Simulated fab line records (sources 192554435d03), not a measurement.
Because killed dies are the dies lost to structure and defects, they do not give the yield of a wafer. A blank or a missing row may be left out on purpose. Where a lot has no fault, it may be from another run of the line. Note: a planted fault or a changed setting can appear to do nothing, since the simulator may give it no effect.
What tool caused it? | flow n5_finfet | 27 wafers from 9 lots sampled at 5 of the route's 1938 steps

## WHAT THE GAUGES SHOWED, per wafer
N5_BEOL_M4_RC_MEAS_101. Usual: DIBL_N 36.0 mV/V, standard deviation 1.8; DIBL_P 36.3 mV/V, standard deviation 2.4; IOFF_N 0.16 nA/um, standard deviation 0.035; IOFF_P 0.21 nA/um, standard deviation 0.036; ION_N 673 uA/um, standard deviation 13; ION_P 461 uA/um, standard deviation 7.2; SS_N 71.4 mV/dec, standard deviation 0.6; SS_P 73.2 mV/dec, standard deviation 0.7; VT_N 250 mV, standard deviation 4; VT_P -250.9 mV, standard deviation 2.9.
lot  | measured     | on        | DIBL_N (mV/V)  | DIBL_P (mV/V)  | IOFF_N (nA/um) | IOFF_P (nA/um) | ION_N (uA/um) | ION_P (uA/um) | SS_N (mV/dec)  | SS_P (mV/dec)  | VT_N (mV)   | VT_P (mV)            | flag
L101 | day 7 15:56  | prober-01 | 40.9 39.8 36.5 | 41.0 39.5 35.0 | 0.27 0.23 0.16 | 0.32 0.29 0.23 | 695 695 669   | 472 474 465   | 72.0 72.1 71.2 | 74.4 74.1 72.4 | 240 245 252 | -242.9 -243.5 -247.3 |
L102 | day 8 20:15  | prober-02 | 36.7 34.7 39.2 | 38.2 33.9 41.4 | 0.19 0.14 0.25 | 0.25 0.17 0.32 | 675 666 693   | 465 457 473   | 72.5 72.2 72.8 | 73.7 72.5 74.6 | 248 250 242 | -248.4 -252.9 -245.7 |
L107 | day 9 23:12  | prober-01 | 35.3 35.7 32.9 | 37.0 36.7 34.1 | 0.15 0.15 0.11 | 0.20 0.20 0.16 | 675 666 668   | 464 459 465   | 71.0 71.3 71.0 | 73.5 73.3 72.7 | 249 253 255 | -252.4 -251.4 -253.0 |
L108 | day 10 07:46 | prober-02 | 36.7 36.1 37.2 | 37.7 36.2 37.3 | 0.18 0.16 0.17 | 0.24 0.20 0.22 | 675 673 670   | 466 461 464   | 71.9 71.7 72.3 | 74.2 74.1 74.1 | 250 252 252 | -244.6 -250.6 -246.3 |
L109 | day 10 05:17 | prober-01 | 37.1 38.0 40.5 | 38.9 39.6 43.6 | 0.18 0.18 0.26 | 0.20 0.22 0.29 | 690 681 697   | 466 464 464   | 70.7 71.6 72.0 | 73.9 74.2 74.2 | 244 247 242 | -253.0 -252.3 -248.7 |
L111 | day 11 04:19 | prober-02 | 36.3 34.5 36.6 | 37.7 34.6 37.1 | 0.18 0.15 0.19 | 0.22 0.18 0.21 | 682 671 683   | 457 456 464   | 71.2 70.8 71.7 | 74.1 72.5 73.6 | 248 248 244 | -251.5 -252.5 -253.3 |
L114 | day 11 10:07 | prober-01 | 35.5 33.3 35.3 | 34.8 33.1 34.6 | 0.15 0.12 0.15 | 0.20 0.18 0.19 | 685 669 677   | 470 456 462   | 71.1 70.8 70.9 | 72.8 72.4 72.5 | 250 252 251 | -249.7 -249.3 -251.7 |
L123 | day 14 07:43 | prober-02 | 37.5 37.7 36.6 | 39.3 39.7 38.0 | 0.18 0.18 0.16 | 0.24 0.25 0.23 | 691 680 685   | 475 471 474   | 71.0 72.0 71.1 | 73.8 74.1 73.4 | 246 247 246 | -246.5 -247.2 -248.1 |
L124 | day 14 06:26 | prober-01 | 37.2 37.9 39.3 | 37.1 36.6 38.0 | 0.16 0.16 0.20 | 0.21 0.21 0.25 | 673 681 687   | 457 461 464   | 71.4 72.1 72.2 | 73.4 74.0 73.7 | 250 250 247 | -252.4 -252.9 -246.7 |

N5_PASSIVATION_OVL_MEAS_63. Usual: PAD_OVL -2 nm, standard deviation 5.4.
lot  | measured     | on         | PAD_OVL (nm) | flag
L101 | day 11 21:30 | overlay-01 | -5 -4 -12    |
L102 | day 12 23:28 | overlay-01 | 8 3 1        |
L107 | day 14 08:21 | overlay-02 | -1 -6 -2     |
L108 | day 14 17:50 | overlay-01 | -7 2 -4      |
L109 | day 14 12:50 | overlay-01 | -10 -10 -6   |
L111 | day 15 11:47 | overlay-02 | 2 2 0        |
L114 | day 15 12:02 | overlay-01 | 5 -1 0       |
L123 | day 19 00:50 | overlay-01 | 2 4 -3       |
L124 | day 19 00:08 | overlay-01 | -9 -3 -7     |

N5_PASSIVATION_INSPECT_64: inspects for defects (macro). Usual: 2.1 for raw_defect_count, sd 1.5.
lot  | measured     | on                | raw_defect_count | flag
L101 | day 11 21:31 | defect_inspect-02 | 0 0 2            |
L102 | day 12 23:29 | defect_inspect-01 | 3 1 4            |
L107 | day 14 08:23 | defect_inspect-01 | 1 3 0            |
L108 | day 14 17:51 | defect_inspect-01 | 2 3 1            |
L109 | day 14 12:52 | defect_inspect-01 | 1 4 0            |
L111 | day 15 11:48 | defect_inspect-02 | 2 1 6            |
L114 | day 15 12:04 | defect_inspect-02 | 3 2 0            |
L123 | day 19 00:52 | defect_inspect-01 | 1 4 1            |
L124 | day 19 00:09 | defect_inspect-01 | 1 1 0            |

## EACH LOT AND THE TOOL THAT RAN IT (in order: tool; ch and the chambers of the sampled wafers; start)
lot  | N5_MOL_CONTACT_COAG_VIA_ETCH_46    | N5_PASSIVATION_PASS_ETCH_74
L101 | rie_diel-01 ch 0,3, day 5 07:33    | rie_diel-02 ch 0,2,3, day 11 20:05
L102 | rie_diel-05 ch 0,1,2, day 5 16:44  | rie_diel-02 ch 1,2, day 12 22:05
L107 | rie_diel-05 ch 0,2, day 6 15:41    | rie_diel-04 ch 1,3, day 14 06:52
L108 | rie_diel-05 ch 0,1, day 6 21:25    | rie_diel-03 ch 1,3, day 14 16:17
L109 | rie_diel-05 ch 2,3, day 7 02:46    | rie_diel-04 ch 0,1,3, day 14 11:33
L111 | rie_diel-06 ch 0,3, day 7 18:59    | rie_diel-03 ch 1,2, day 15 07:57
L114 | rie_diel-05 ch 0,3, day 8 11:49    | rie_diel-04 ch 0,1,3, day 15 08:23
L123 | rie_diel-05 ch 0,2,3, day 10 16:42 | rie_diel-03 ch 1,2, day 18 22:59
L124 | rie_diel-05 ch 0,2,3, day 10 22:50 | rie_diel-04 ch 1,2,3, day 18 22:37
- N5_MOL_CONTACT_COAG_VIA_ETCH_46: etches SiO2 in C4F6/O2, target depth 46 nm, overetch 9.2 nm, time 40 s.
- N5_PASSIVATION_PASS_ETCH_74: etches SiNx in CF4/O2, target depth 220 nm, time 110 s.

## WHAT THE TOOLS THEMSELVES READ (means of the sampled wafers that have a number; where no wafer has one, the mark that the record gives instead)
N5_MOL_CONTACT_COAG_VIA_ETCH_46. Usual: drypump_motor_current_A 5.7 A, standard deviation 0.55; oes_product_au 0.68 a.u., standard deviation 0.069; rf_fwd_power_W 322.9 W, standard deviation 1; rf_vpp_V 1591 V, standard deviation 19; showerhead_plenum_p_Torr 2.81 Torr, standard deviation 0.078; throttle_valve_pct 40.9 %, standard deviation 0.35.
lot  | tool        | drypump_motor_current_A (A) | oes_product_au (a.u.) | rf_fwd_power_W (W) | rf_vpp_V (V) | showerhead_plenum_p_Torr (Torr) | throttle_valve_pct (%) | flag
L101 | rie_diel-01 | 5.1                         | 0.68                  | 322.1              | 1615         | 2.78                            | 40.8                   |
L102 | rie_diel-05 | 5.8                         | 0.68                  | 324.2              | 1597         | 2.84                            | 40.7                   |
L107 | rie_diel-05 | 5.9                         | 0.74                  | 322.0              | 1591         | 2.83                            | 40.5                   |
L108 | rie_diel-05 | 5.8                         | 0.69                  | 323.0              | 1586         | 2.81                            | 40.9                   |
L109 | rie_diel-05 | 5.7                         | 0.61                  | 323.1              | 1618         | 2.93                            | 40.6                   |
L111 | rie_diel-06 | 5.5                         | 0.64                  | 324.5              | 1601         | 2.77                            | 41.1                   |
L114 | rie_diel-05 | 6.1                         | 0.73                  | 322.0              | 1582         | 2.84                            | 40.7                   |
L123 | rie_diel-05 | 5.9                         | 0.75                  | 322.9              | 1599         | 2.87                            | 40.9                   |
L124 | rie_diel-05 | 5.9                         | 0.74                  | 322.5              | 1599         | 2.87                            | 40.9                   |

N5_PASSIVATION_PASS_ETCH_74. Usual: drypump_motor_current_A 5.7 A, standard deviation 0.39; oes_product_au 0.79 a.u., standard deviation 0.096; rf_fwd_power_W 532.5 W, standard deviation 1.9; rf_vpp_V 241 V, standard deviation 4.3; showerhead_plenum_p_Torr 2.22 Torr, standard deviation 0.076; throttle_valve_pct 15.98 %, standard deviation 0.22.
lot  | tool        | drypump_motor_current_A (A) | oes_product_au (a.u.) | rf_fwd_power_W (W) | rf_vpp_V (V) | showerhead_plenum_p_Torr (Torr) | throttle_valve_pct (%) | flag
L101 | rie_diel-02 | 5.5                         | 0.80                  | 533.3              | 242          | 2.18                            | 16.13                  |
L102 | rie_diel-02 | 6.0                         | 0.80                  | 531.2              | 240          | 2.19                            | 16.08                  |
L107 | rie_diel-04 | 5.6                         | 0.86                  | 531.8              | 241          | 2.27                            | 15.80                  |
L108 | rie_diel-03 | 5.6                         | 0.72                  | 532.2              | 243          | 2.22                            | 15.96                  |
L109 | rie_diel-04 | 5.7                         | 0.90                  | 531.3              | 241          | 2.30                            | 15.83                  |
L111 | rie_diel-03 | 5.9                         | 0.73                  | 533.5              | 243          | 2.13                            | 16.09                  |
L114 | rie_diel-04 | 5.7                         | 0.89                  | 530.8              | 241          | 2.30                            | 15.84                  |
L123 | rie_diel-03 | 5.9                         | 0.71                  | 534.0              | 243          | 2.12                            | 16.13                  |
L124 | rie_diel-04 | 5.8                         | 0.77                  | 531.4              | 238          | 2.24                            | 16.00                  |

## THE ANSWER, worked out from the rows above alone
Rule: take the mean of a lot's wafers that have a number; if it is more than 3 standard deviations from the usual mean, the lot is off. A lot without any number at a reading at which 4 lots or more have one is off too. All remaining lots with rows at the step are treated as sound. The gauges are gone through in route order, then the tools' own readings, and for those a lot's mean is taken as printed above. At the first step where some lot is off, the reading lying furthest off is the one used; lots without a number count as furthest.
Nothing can be told from this: no lot is off at any reading shown.

## WHAT WAS PUT IN BY THE SIMULATOR
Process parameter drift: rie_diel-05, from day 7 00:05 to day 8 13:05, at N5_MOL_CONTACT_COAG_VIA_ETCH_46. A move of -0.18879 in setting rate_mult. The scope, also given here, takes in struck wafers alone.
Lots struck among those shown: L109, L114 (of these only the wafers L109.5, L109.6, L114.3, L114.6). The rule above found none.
